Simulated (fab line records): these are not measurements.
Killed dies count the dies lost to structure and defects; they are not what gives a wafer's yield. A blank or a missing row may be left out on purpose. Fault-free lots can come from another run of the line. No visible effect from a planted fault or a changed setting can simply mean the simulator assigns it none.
fab line records :: flow nandHarc :: part 2 of 2: steps 40 to 40 of 40
record
  lots=7
  wafers=21
  lastDay=33
route steps=1302 shown A_CHANNEL_HOLE_D1@480 A_CHANNEL_FILL_D1@490 A_DECK1_JOINT@518 END@1302
lots with no fault: from the same line, run without faults
startH: start of the lot's first displayed wafer, in hours after the record's first day :: waitH: hours elapsed since this lot's preceding step :: " identical to the entry in the row above :: L1.1+2: a single row standing in for several wafers :: - either no value or no given start :: * or withheld: withheld :: < > ~ a bound
route shown NAME@n: a module of which the file shows steps, and the number in the route of the first :: usual: average and standard deviation across the fault-free wafers :: same: alike in all rows :: chamber/n: place in a boat :: sites: the reading at each site :: _std_site: the values' standard deviation :: _edge_site: outer sites' mean less inner sites' :: radiusMm: how far each site lies from the wafer's centre :: mask NAME#n: copy n :: behind: tool/chamber where the wafer was last shaped :: hold: why the lot was held/for how many hours/how that ended :: device: which transistor (n, p or np) failed to switch :: end of line: tests run on the same wafers once the route is complete :: for a step that has no rows: nothing shown but its recipe :: killed: count of dies lost to structure and defects at first sort (not the wafer's yield) :: map: a wafer's dies, marking killed ones x, the rest . and places with no die _
set.NAME: the setting as run; set.NAME@STEP: as run at that earlier step :: model.NAME: the simulator's own value behind a step, which no gauge read
lots at some steps of the route; a table a step, a row a wafer
services: the hour from which a tool's chamber was out of use, counted from the record's first day as startH (under 0 if before that day), plus the number of hours and why
## steps
# step NHARC_END_SORT_01
# recipe
  tempC=25
# usual
  killedAtArray=55/17
  killedAtOther=0.9/1.2
  killedAtPeriphery=3.7/2.5
  killedDies=59/18
  killedOpen=3.4/1.9
  killedShort=2.6/1.6
# same
  grossDies=677
lot.wafer: L449.3
tool: prober-01
chamber: 0
startH: 582.06
waitH: 3.1
killedAtArray: 59
killedAtOther: 0
killedAtPeriphery: 2
killedDies: 61
killedOpen: 1
killedShort: 4

lot.wafer: L449.4
tool: prober-01
chamber: 0
startH: 582.85
waitH: 3.4
killedAtArray: 54
killedAtOther: 1
killedAtPeriphery: 4
killedDies: 59
killedOpen: 2
killedShort: 2

lot.wafer: L449.6
tool: prober-01
chamber: 0
startH: 584.43
waitH: 3.9
killedAtArray: 51
killedAtOther: 2
killedAtPeriphery: 1
killedDies: 54
killedOpen: 3
killedShort: 3

lot.wafer: L454.1
tool: prober-01
chamber: 0
startH: 647.29
waitH: 2.5
killedAtArray: 88
killedAtOther: 2
killedAtPeriphery: 1
killedDies: 91
killedOpen: 4
killedShort: 4

lot.wafer: L454.3
tool: prober-01
chamber: 0
startH: 648.91
waitH: 3.1
killedAtArray: 74
killedAtOther: 2
killedAtPeriphery: 1
killedDies: 77
killedOpen: 5
killedShort: 2

lot.wafer: L454.6
tool: prober-01
chamber: 0
startH: 651.33
waitH: 4.0
killedAtArray: 80
killedAtOther: 2
killedAtPeriphery: 3
killedDies: 85
killedOpen: 4
killedShort: 4

lot.wafer: L457.1
tool: prober-01
chamber: 0
startH: 665.48
waitH: 2.5
killedAtArray: 68
killedAtOther: 1
killedAtPeriphery: 3
killedDies: 72
killedOpen: 2
killedShort: 3

lot.wafer: L457.4
tool: prober-01
chamber: 0
startH: 667.84
waitH: 3.4
killedAtArray: 160
killedAtOther: 2
killedAtPeriphery: 6
killedDies: 168
killedOpen: 3
killedShort: 5

lot.wafer: L457.6
tool: prober-01
chamber: 0
startH: 669.41
waitH: 3.9
killedAtArray: 60
killedAtOther: 2
killedAtPeriphery: 4
killedDies: 66
killedOpen: 1
killedShort: 1

lot.wafer: L458.4
tool: prober-02
chamber: 0
startH: 667.90
waitH: 3.4
killedAtArray: 42
killedAtOther: 0
killedAtPeriphery: 4
killedDies: 46
killedOpen: 6
killedShort: 2

lot.wafer: L458.5
tool: prober-02
chamber: 0
startH: 668.71
waitH: 3.7
killedAtArray: 122
killedAtOther: 0
killedAtPeriphery: 6
killedDies: 128
killedOpen: 5
killedShort: 3

lot.wafer: L458.6
tool: prober-02
chamber: 0
startH: 669.51
waitH: 4.0
killedAtArray: 26
killedAtOther: 0
killedAtPeriphery: 7
killedDies: 33
killedOpen: 3
killedShort: 3

lot.wafer: L459.2
tool: prober-01
chamber: 0
startH: 674.01
waitH: 2.8
killedAtArray: 52
killedAtOther: 1
killedAtPeriphery: 7
killedDies: 60
killedOpen: 6
killedShort: 3

lot.wafer: L459.4
tool: prober-01
chamber: 0
startH: 675.61
waitH: 3.4
killedAtArray: 133
killedAtOther: 0
killedAtPeriphery: 4
killedDies: 137
killedOpen: 4
killedShort: 3

lot.wafer: L459.5
tool: prober-01
chamber: 0
startH: 676.41
waitH: 3.7
killedAtArray: 52
killedAtOther: 0
killedAtPeriphery: 9
killedDies: 61
killedOpen: 5
killedShort: 0

lot.wafer: L461.3
tool: prober-01
chamber: 0
startH: 692.13
waitH: 3.1
killedAtArray: 55
killedAtOther: 4
killedAtPeriphery: 3
killedDies: 62
killedOpen: 4
killedShort: 2

lot.wafer: L461.4
tool: prober-01
chamber: 0
startH: 692.93
waitH: 3.4
killedAtArray: 66
killedAtOther: 2
killedAtPeriphery: 1
killedDies: 69
killedOpen: 2
killedShort: 4

lot.wafer: L461.5
tool: prober-01
chamber: 0
startH: 693.74
waitH: 3.7
killedAtArray: 64
killedAtOther: 1
killedAtPeriphery: 0
killedDies: 65
killedOpen: 1
killedShort: 5

lot.wafer: L471.2
tool: prober-01
chamber: 0
startH: 799.32
waitH: 2.8
killedAtArray: 42
killedAtOther: 0
killedAtPeriphery: 2
killedDies: 44
killedOpen: 2
killedShort: 2

lot.wafer: L471.5
tool: prober-01
chamber: 0
startH: 801.71
waitH: 3.7
killedAtArray: 54
killedAtOther: 0
killedAtPeriphery: 2
killedDies: 56
killedOpen: 2
killedShort: 6

lot.wafer: L471.6
tool: prober-01
chamber: 0
startH: 802.51
waitH: 4.0
killedAtArray: 36
killedAtOther: 0
killedAtPeriphery: 1
killedDies: 37
killedOpen: 4
killedShort: 4
# killed by level:class
L449.3 A_CHANNEL_HOLE_D1:chamberFilmFlake=34 A_CHANNEL_HOLE_D2:chamberFilmFlake=9 A_CONTACT:chamberFilmFlake=5 A_STAIRCASE:chamberFilmFlake=4 A_ONON_D1:geometricParticle:short=2 A_DECK1_JOINT:chamberFilmFlake=2 A_CHANNEL_FILL_D2:geometricParticle:short=1 A_WL_FILL:geometricParticle:short=1
L449.4 A_CHANNEL_HOLE_D1:chamberFilmFlake=34 A_CHANNEL_HOLE_D2:chamberFilmFlake=8 A_STAIRCASE:chamberFilmFlake=7 P_STI:chamberFilmFlake=2 A_CONTACT:chamberFilmFlake=2 P_GATE:geometricParticle:short=1 P_GATE:geometricParticle:open=1 A_ONON_D2:geometricParticle:open=1
L449.6 A_CHANNEL_HOLE_D1:chamberFilmFlake=34 A_CHANNEL_HOLE_D2:chamberFilmFlake=6 A_CONTACT:chamberFilmFlake=4 A_STAIRCASE:chamberFilmFlake=2 P_CONTACT:geometricParticle:open=1 A_ONON_D1:geometricParticle:open=1 A_CHANNEL_FILL_D2:geometricParticle:short=1 A_WL_FILL:geometricParticle:short=1
L454.1 A_CHANNEL_HOLE_D1:chamberFilmFlake=28 A_CHANNEL_HOLE_D2:chamberFilmFlake=26 A_SLIT:chamberFilmFlake=19 A_CONTACT:chamberFilmFlake=7 A_DECK1_JOINT:geometricParticle:short=2 A_WL_FILL:chamberFilmFlake=2 P_M1:geometricParticle:short=1 A_ONON_D1:geometricParticle:short=1
L454.3 A_CHANNEL_HOLE_D2:chamberFilmFlake=24 A_CHANNEL_HOLE_D1:chamberFilmFlake=20 A_SLIT:chamberFilmFlake=19 A_CONTACT:chamberFilmFlake=4 A_CHANNEL_FILL_D1:geometricParticle:short=1 A_ONON_D2:geometricParticle:open=1 A_CHANNEL_FILL_D2:geometricParticle:short=1 A_CHANNEL_FILL_D2:geometricParticle:open=1
L454.6 A_CHANNEL_HOLE_D2:chamberFilmFlake=30 A_CHANNEL_HOLE_D1:chamberFilmFlake=22 A_SLIT:chamberFilmFlake=17 A_CONTACT:chamberFilmFlake=4 A_CHANNEL_FILL_D1:geometricParticle:open=2 P_ZERO_WELL:chamberFilmFlake=2 STARTING-WAFER:geometricParticle:short=2 P_GATE:geometricParticle:open=1
L457.1 A_SLIT:chamberFilmFlake=36 A_CHANNEL_HOLE_D1:chamberFilmFlake=24 A_ONON_D1:geometricParticle:short=2 P_ZERO_WELL:chamberFilmFlake=2 A_DECK1_JOINT:geometricParticle:open=1 A_WL_FILL:geometricParticle:short=1 A_BLC:geometricParticle:open=1 P_BONDPAD:chamberFilmFlake=1
L457.4 A_CHANNEL_FILL_D1:unspecified=91 A_SLIT:chamberFilmFlake=29 A_CHANNEL_HOLE_D1:chamberFilmFlake=26 P_BONDPAD:chamberFilmFlake=4 A_STAIRCASE:chamberFilmFlake=4 A_SOURCE_PLATE:geometricParticle:open=2 A_CHANNEL_HOLE_D2:chamberFilmFlake=2 P_M0:geometricParticle:short=1
L458.4 A_CHANNEL_HOLE_D2:chamberFilmFlake=15 A_STAIRCASE:chamberFilmFlake=7 A_CHANNEL_HOLE_D1:chamberFilmFlake=5 P_M1:geometricParticle:open=2 A_ZERO_WELL:chamberFilmFlake=2 A_CHANNEL_FILL_D1:chamberFilmFlake=2 A_SLIT:chamberFilmFlake=2 A_WL_FILL:chamberFilmFlake=2
L458.5 A_CHANNEL_FILL_D1:unspecified=89 A_CHANNEL_HOLE_D2:chamberFilmFlake=13 A_CHANNEL_HOLE_D1:chamberFilmFlake=8 P_CONTACT:geometricParticle:open=3 A_WL_FILL:chamberFilmFlake=3 A_CHANNEL_FILL_D1:geometricParticle:open=2 A_ZERO_WELL:chamberFilmFlake=2 P_GATE:geometricParticle:short=1
L457.6 A_CHANNEL_HOLE_D1:chamberFilmFlake=28 A_SLIT:chamberFilmFlake=23 P_BONDPAD:chamberFilmFlake=2 A_CHANNEL_HOLE_D2:unspecified=2 A_CONTACT:chamberFilmFlake=2 THIN_TSV:chamberFilmFlake=2 A_DECK1_JOINT:geometricParticle:short=1 A_DECK1_JOINT:geometricParticle:open=1
L458.6 A_CHANNEL_HOLE_D2:chamberFilmFlake=12 A_ZERO_WELL:chamberFilmFlake=5 P_ZERO_WELL:chamberFilmFlake=3 A_CHANNEL_HOLE_D1:chamberFilmFlake=3 A_STAIRCASE:chamberFilmFlake=2 P_GATE:geometricParticle:short=1 P_M2:geometricParticle:open=1 A_CHANNEL_FILL_D1:geometricParticle:open=1
L459.2 A_CHANNEL_HOLE_D1:chamberFilmFlake=28 A_CONTACT:chamberFilmFlake=5 P_STI:chamberFilmFlake=3 A_STAIRCASE:chamberFilmFlake=3 A_CHANNEL_FILL_D1:chamberFilmFlake=3 P_ZERO_WELL:chamberFilmFlake=2 A_CHANNEL_HOLE_D2:chamberFilmFlake=2 A_CHANNEL_FILL_D2:chamberFilmFlake=2
L459.4 A_CHANNEL_FILL_D1:unspecified=89 A_CHANNEL_HOLE_D1:chamberFilmFlake=30 A_STAIRCASE:chamberFilmFlake=4 P_CONTACT:geometricParticle:open=2 A_ONON_D1:geometricParticle:short=1 A_CHANNEL_FILL_D1:geometricParticle:short=1 A_CHANNEL_FILL_D1:geometricParticle:open=1 A_SGD_CUT:geometricParticle:short=1
L459.5 A_CHANNEL_HOLE_D1:chamberFilmFlake=35 P_STI:chamberFilmFlake=6 A_STAIRCASE:chamberFilmFlake=5 A_CONTACT:chamberFilmFlake=5 P_GATE:geometricParticle:open=2 A_CHANNEL_FILL_D1:geometricParticle:open=1 A_WL_FILL:geometricParticle:open=1 A_BLC:geometricParticle:open=1
L461.3 A_CHANNEL_HOLE_D1:chamberFilmFlake=28 A_CHANNEL_HOLE_D2:chamberFilmFlake=16 A_DECK1_JOINT:chamberFilmFlake=3 A_ZERO_WELL:chamberFilmFlake=2 THIN_TSV:chamberFilmFlake=2 P_STI:geometricParticle:open=1 P_CONTACT:geometricParticle:short=1 P_CONTACT:geometricParticle:open=1
L461.4 A_CHANNEL_HOLE_D1:chamberFilmFlake=32 A_CHANNEL_HOLE_D2:chamberFilmFlake=21 A_WL_FILL:geometricParticle:short=3 A_BLC:chamberFilmFlake=2 A_STAIRCASE:chamberFilmFlake=2 THIN_TSV:chamberFilmFlake=2 A_ONON_D1:geometricParticle:open=1 A_CHANNEL_FILL_D1:geometricParticle:open=1
L461.5 A_CHANNEL_HOLE_D1:chamberFilmFlake=29 A_CHANNEL_HOLE_D2:chamberFilmFlake=15 A_STAIRCASE:chamberFilmFlake=5 A_ZERO_WELL:chamberFilmFlake=4 A_ONON_D1:geometricParticle:short=2 A_CONTACT:chamberFilmFlake=2 A_CHANNEL_HOLE_D1:geometricParticle:short=1 A_DECK1_JOINT:geometricParticle:open=1
L471.2 A_SLIT:chamberFilmFlake=31 A_CONTACT:chamberFilmFlake=4 A_WL_FILL:chamberFilmFlake=2 P_GATE:geometricParticle:short=1 P_CONTACT:geometricParticle:open=1 A_CHANNEL_HOLE_D1:geometricParticle:short=1 A_DECK1_JOINT:geometricParticle:open=1 A_CHANNEL_HOLE_D1:chamberFilmFlake=1
L471.5 A_SLIT:chamberFilmFlake=42 A_WL_FILL:geometricParticle:short=2 A_STAIRCASE:chamberFilmFlake=2 A_CONTACT:chamberFilmFlake=2 P_CONTACT:geometricParticle:short=1 P_M0:geometricParticle:short=1 A_DECK1_JOINT:geometricParticle:open=1 A_DECK1_JOINT:geometricParticle:short=1
L471.6 A_SLIT:chamberFilmFlake=22 A_CONTACT:chamberFilmFlake=3 A_ONON_D1:geometricParticle:short=2 A_WL_FILL:geometricParticle:short=2 A_WL_FILL:geometricParticle:open=2 A_CHANNEL_HOLE_D1:chamberFilmFlake=2 A_ONON_D1:geometricParticle:open=1 A_M0:geometricParticle:open=1
# map L457.4 (x killed, . not)
____________.____________
_________......._________
_______..........._______
______.............______
_____..............._____
____.................____
____.................____
___...................___
___...xx.x..x.........___
__.xx...........x.x....__
__..xxxx.....x.x.......__
_.xxxxxx.xx.xx.......x.._
_...xxxxx..x.xx.x......._
_..xxxx....xxxxxx....x.._
_..xxxxx.xxxxxxxxx......_
_...xxxx.xxxxxxxxx....x._
.x.xxxxxxxxxxxxxxx....x..
...x.xx..xxxxxxxxx.......
...xxxxx.xxxxxxxxx.......
...x.x..x.xxxxxxxxx......
.......xxxxxxxxxx..x.....
_........xxxxxxxxx......_
_..........xxxxx.......x_
_......x...xxxx........._
_..........x.x.........._
_................x......_
__.....................__
__.x...........x.......__
___..............x....___
___.................x.___
____.................____
____.................____
_____..............._____
______........x...x______
_______..........._______
_________......._________
____________.____________
# map L458.5 (x killed, . not)
____________.____________
_________......._________
_______..........._______
______........x....______
_____..............._____
____...........x.....____
____..x......x.......____
___.......x...........___
___..x....x.x.........___
__.x..xxx..............__
__......x...........x..__
_x.x........x...x..x...._
_.x...xx...xxxx........._
_..xxxx..xxx.xxxx......._
_...xxxx..xxxxxx........_
_...x....x.xxxxxxxx....._
......x...xxxxxxx........
...x......xxxxxxxx.......
......x...xxxxxxxx.......
.........xxxxxxxx........
.........xxxxxxxxx.......
_.........xxxxxxx...x..._
_.........xxxxxxx......._
_..........xxxxx........_
_........x.x..........x._
_...........x.xx......x._
__.....................__
__.....................__
___...................___
___...................___
____.................____
____.................____
_____.x............._____
______.............______
_______..........._______
_________......._________
____________.____________
## services
tool: aldHk-02
chamber: -
startH: 171.46
hours: 10.0
kind: pm

tool: rieDiel-08
chamber: -
startH: 190.85
hours: 9.0
kind: pm

tool: aldSinBatch-01
chamber: -
startH: 201.13
hours: 29.8
kind: repair

tool: rieDiel-01
chamber: -
startH: 205.99
hours: 9.0
kind: pm

tool: aldHk-03
chamber: -
startH: 212.00
hours: 10.0
kind: pm

tool: rieDiel-09
chamber: 2
startH: 229.26
hours: 5.5
kind: repair

tool: rieDiel-07
chamber: -
startH: 230.26
hours: 0.6
kind: repair

tool: aldHk-03
chamber: -
startH: 247.99
hours: 1.9
kind: repair

tool: rieDiel-03
chamber: 1
startH: 261.03
hours: 3.5
kind: repair

tool: aldSinBatch-02
chamber: -
startH: 266.00
hours: 26.0
kind: pm

tool: rieDiel-03
chamber: -
startH: 281.30
hours: 9.0
kind: pm

tool: rieDiel-07
chamber: -
startH: 294.20
hours: 9.0
kind: pm

tool: rieDiel-09
chamber: 2
startH: 295.44
hours: 3.9
kind: repair

tool: aldHk-01
chamber: -
startH: 296.21
hours: 10.0
kind: pm

tool: rieDiel-01
chamber: -
startH: 315.38
hours: 0.6
kind: repair

tool: rieDiel-09
chamber: -
startH: 320.31
hours: 9.0
kind: pm

tool: rieDiel-01
chamber: 3
startH: 336.93
hours: 3.0
kind: repair

tool: rieDiel-08
chamber: -
startH: 367.85
hours: 9.0
kind: pm

tool: xsem-01
chamber: -
startH: 374.00
hours: 14.0
kind: pm

tool: rieDiel-01
chamber: -
startH: 383.59
hours: 9.0
kind: pm

tool: xsem-01
chamber: -
startH: 395.96
hours: 1.5
kind: repair

tool: rieDiel-03
chamber: 3
startH: 397.24
hours: 11.7
kind: repair

tool: rieDiel-01
chamber: 2
startH: 404.83
hours: 14.1
kind: repair

tool: rieDiel-01
chamber: -
startH: 434.14
hours: 0.6
kind: repair
## key
firstSign
  step=NHARC_END_SORT_01
  reading=killedDies
  direction=up
  sigmas=4.9
  usual=59
  struck=144
effect
  step=NHARC_END_SORT_01
  reading=killedAtArray
  direction=up
  sigmas=4.8
  usual=55
  struck=138
moreKillsBornAt
  NHARC_A_CHANNEL_FILL_D1_ALD_02@aldHk-03=269
metAt NHARC_A_CHANNEL_FILL_D1_ALD_02
struckWafers L457.4,L458.5,L459.4
testerLeftOut L457,L458,L459
fault
  kind=chamberParticleSource
  tool=aldHk-03
  chamber=2
  onsetH=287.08
  steps=NHARC_A_CHANNEL_FILL_D1_ALD_02
  ratePerVisitCm2=1.1303
  endH=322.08
# testerLeftOut: of these lots the tester's yield and bins aren't shown, on N5 and GAA mostly nor the transistor test; their killed dies are dies lost to structure and defects alone, not to doping, threshold or leakage, so they don't give the yield
